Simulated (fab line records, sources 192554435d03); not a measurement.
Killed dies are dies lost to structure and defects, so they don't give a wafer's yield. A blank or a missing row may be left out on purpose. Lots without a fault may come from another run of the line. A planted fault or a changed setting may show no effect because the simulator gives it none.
Chamber matching | flow n5_finfet | N5_HKMG_FIN_CVD_62 on thermal_cvd_si-02: 3 sister chambers
The step deposits a-Si from Si2H6, target thk 3 nm, time 20.8 s. 24 wafers are shown with their chamber, then 12 later ones without.

WAFERS WITH THEIR CHAMBER
wafer  | chamber | heater_power_w (W) | heater_power_outer_w (W)
L074.1 | 1       | 1228               | 804
L074.4 | 2       | 1452               | 902
L074.6 | 1       | 1246               | 828
L076.1 | 0       | 1181               | 745
L076.3 | 2       | 1446               | 907
L076.5 | 0       | 1151               | 755
L078.1 | 2       | 1424               | 906
L078.3 | 0       | 1179               | 758
L078.5 | 0       | 1187               | 742
L080.2 | 1       | 1240               | 832
L080.4 | 2       | 1461               | 905
L080.5 | 1       | 1260               | 802
L082.1 | 1       | 1242               | 804
L082.4 | 0       | 1219               | 760
L082.6 | 1       | 1270               | 814
L084.1 | 1       | 1241               | 801
L084.2 | 0       | 1168               | 759
L084.3 | 2       | 1441               | 933
L086.3 | 1       | 1256               | 822
L086.4 | 0       | 1182               | 775
L086.6 | 1       | 1213               | 801
L088.3 | 0       | 1182               | 757
L088.4 | 0       | 1209               | 755
L088.6 | 2       | 1441               | 925

SIGNATURES (means of the wafers above)
reading              | chamber 0 | chamber 1 | chamber 2 | scatter within a chamber
heater_power_w       | 1184.22   | 1244.00   | 1444.17   | 17.4
heater_power_outer_w | 756.22    | 812.00    | 913.00    | 11.5
Rule: a wafer's distance from a chamber is the root of the sum, over the readings, of the square of ((its reading less the chamber's mean) divided by the reading's scatter). The wafer belongs to the nearest chamber; if the next one is less than 2 further off, it can't be placed. The scatter: the root of (the sum of the squares of (reading less its chamber's mean) over the shown wafers, divided by (wafers less chambers)).

WAFERS WITHOUT THEIR CHAMBER
wafer  | heater_power_w (W) | heater_power_outer_w (W)
L090.2 | 1164               | 761
L090.5 | 1161               | 749
L090.6 | 1261               | 824
L092.1 | 1451               | 925
L092.2 | 1215               | 809
L092.5 | 1470               | 909
L094.2 | 1264               | 822
L094.3 | 1448               | 926
L094.6 | 1203               | 759
L096.1 | 1173               | 774
L096.4 | 1391               | 925
L096.5 | 1294               | 811

WHICH CHAMBER EACH WENT THROUGH
wafer  | from the rows above | in truth
L090.2 | 0                   | 0
L090.5 | 0                   | 0
L090.6 | 1                   | 1
L092.1 | 2                   | 2
L092.2 | 1                   | 1
L092.5 | 2                   | 2
L094.2 | 1                   | 1
L094.3 | 2                   | 2
L094.6 | 0                   | 0
L096.1 | 0                   | 0
L096.4 | 2                   | 2
L096.5 | 1                   | 1
Placed correctly: 12 of 12. Can't be placed from these rows: 0. Placed wrongly: 0.
